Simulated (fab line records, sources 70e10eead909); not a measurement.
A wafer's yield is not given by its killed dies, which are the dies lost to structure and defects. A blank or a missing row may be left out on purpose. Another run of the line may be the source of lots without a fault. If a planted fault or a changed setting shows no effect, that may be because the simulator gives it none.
Matching of chambers	flow nandHarc	NHARC_A_STAIRCASE_DEP_417 on pecvd-03: 3 sister chambers
The step deposits Si3N4, target thk 60 nm. 3 wafers are shown with their chamber, then 7 later ones without.

== WAFERS WITH THEIR CHAMBER ==
wafer	chamber	rfFwdPowerW (W)
L085.2	0	448.3
L086.3	1	448.6
L086.4	2	447.0

== WAFERS WITH NO CHAMBER GIVEN ==
wafer	rfFwdPowerW (W)
L086.5	450.0
L091.2	450.5
L091.3	448.7
L091.4	447.7
L097.2	449.2
L097.3	451.2
L097.5	445.3

== THE CHAMBER EACH PASSED THROUGH ==
wafer	from the rows above	in truth
L086.5	can't be placed: 1 or 0 or 2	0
L091.2	can't be placed: 1 or 0 or 2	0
L091.3	can't be placed: 1 or 0 or 2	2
L091.4	can't be placed: 0 or 2 or 1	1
L097.2	can't be placed: 1 or 0 or 2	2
L097.3	can't be placed: 1 or 0 or 2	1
L097.5	can't be placed: 2 or 0 or 1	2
0 of 7 placed correctly. From these rows, 7 cannot be placed; in 7 the true chamber is one of the candidates. Placed wrongly: 0.
How it was worked out, from the rows above alone: a wafer's distance from a chamber is the root of the sum, over the readings, of the square of ((its reading less the chamber's mean) divided by the reading's scatter). The wafer belongs to the nearest chamber; if the next one is less than 2 further off, it can't be placed. For every chamber, the mean is computed from those of its wafers that are shown. The scatter: with one shown wafer a chamber, the root of the mean of the squares of how far each hidden wafer lies from its nearest shown one.
